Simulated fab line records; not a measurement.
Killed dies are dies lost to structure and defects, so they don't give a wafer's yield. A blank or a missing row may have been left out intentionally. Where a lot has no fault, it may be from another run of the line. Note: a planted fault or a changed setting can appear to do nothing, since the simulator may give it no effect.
Split-lot study | flow n5 finfet | on a route of 1938 steps: 7 lots, 21 wafers read

## ON THE SPLIT
At N5_BEOL_M3_ETCH_41 (etches SiCN in CH3F/O2, target depth 29.9 nm, time 52.5 s), the setting target depth a was moved away from the recipe's 299 angstrom on 10 of the 21 wafers read, by -8.4% to +11.8%. For the rest of the wafers, this setting stayed at what the recipe calls for.

The reading is taken at the split's own step.

## THE READING
etch.depth nm (the simulator's own value, which no gauge read), in nm, at N5_BEOL_M3_ETCH_41 (etches SiCN in CH3F/O2, target depth 29.9 nm, time 52.5 s). The file gives no usual value for it. The 11 wafers here that ran the recipe average 19.96 nm, standard deviation 0.28 nm.

wafer  | tool, chamber at the split | target depth a as run, angstrom | against the recipe | etch.depth nm, nm | against lot-mates on the recipe
L077.3 | rie diel-01, 1             | 299                             | recipe             | 20.06             | -
L077.4 | rie diel-01, 1             | 299                             | recipe             | 19.93             | -
L077.5 | rie diel-01, 0             | 275                             | -8.0%              | 18.49             | -1.50
L079.3 | rie diel-03, 2             | 274                             | -8.4%              | 18.51             | -1.71
L079.5 | rie diel-03, 2             | 299                             | recipe             | 20.22             | -
L079.6 | rie diel-03, 1             | 274                             | -8.4%              | 18.5              | -1.72
L082.4 | rie diel-01, 3             | 299                             | recipe             | 20.6              | -
L082.5 | rie diel-01, 0             | 299                             | recipe             | 19.91             | -
L082.6 | rie diel-01, 1             | 299                             | recipe             | 20.02             | -
L091.3 | rie diel-01, 0             | 334.4                           | +11.8%             | 22.37             | +2.28
L091.4 | rie diel-01, 3             | 334.4                           | +11.8%             | 23.1              | +3.01
L091.5 | rie diel-01, 1             | 299                             | recipe             | 20.09             | -
L093.1 | rie diel-04, 3             | 324.8                           | +8.6%              | 21.22             | +1.48
L093.2 | rie diel-04, 1             | 299                             | recipe             | 19.84             | -
L093.4 | rie diel-04, 3             | 299                             | recipe             | 19.63             | -
L095.2 | rie diel-03, 1             | 320                             | +7.0%              | 21.39             | no lot-mate on the recipe
L095.5 | rie diel-03, 1             | 320                             | +7.0%              | 21.62             | no lot-mate on the recipe
L095.6 | rie diel-03, 2             | 320                             | +7.0%              | 21.35             | no lot-mate on the recipe
L094.2 | rie diel-04, 1             | 299                             | recipe             | 19.68             | -
L094.4 | rie diel-04, 3             | 319.2                           | +6.8%              | 20.74             | +1.13
L094.6 | rie diel-04, 3             | 299                             | recipe             | 19.54             | -

FIT RESULTS
A straight line over all 21 wafers: etch.depth nm changes by +0.197 nm for each +1% of target depth a; r = +0.96; the points scatter about the line by 0.34 nm.
The same after taking each lot's own level away (the mean of its wafers on the recipe; 18 wafers): +0.205 nm for each +1%; r = +0.98; scatter 0.23 nm.
That fit puts the effect of the largest move of target depth a on the reading at 2.4 nm.
Measured against the standard deviation above, the lots' own levels, which go from 19.610 to 20.220 nm, span 2.1 times it.
The two slopes are in agreement: the lot-to-lot level therefore moves the slope only a little.
Check: with one of the wafers moved furthest among these (+11.8%) left out of the fit, the line predicts +2.48 nm for it against its lot-mates. It came out at +2.28 nm against them.

## FURTHER SPLITS ON THESE WAFERS
These wafers also went through other splits before the reading. Each is held against what the fit with the lots' levels taken away leaves over:
other split on the same wafers   | wafers away from the commonest value | r with etch.depth nm (lot level and that fit taken away)
N5_BEOL_M2_EXPOSE_25 dose mj     | 4                                    | -0.05
N5_BEOL_M3_COAT_05 spin rpm      | 9                                    | -0.38
N5_BEOL_M3_TRENCH_ETCH_37 time s | 8                                    | +0.08

## THE FILE'S OWN FIT
etch.depth nm changes by +0.198 nm for each +1% of target depth a, r = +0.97.
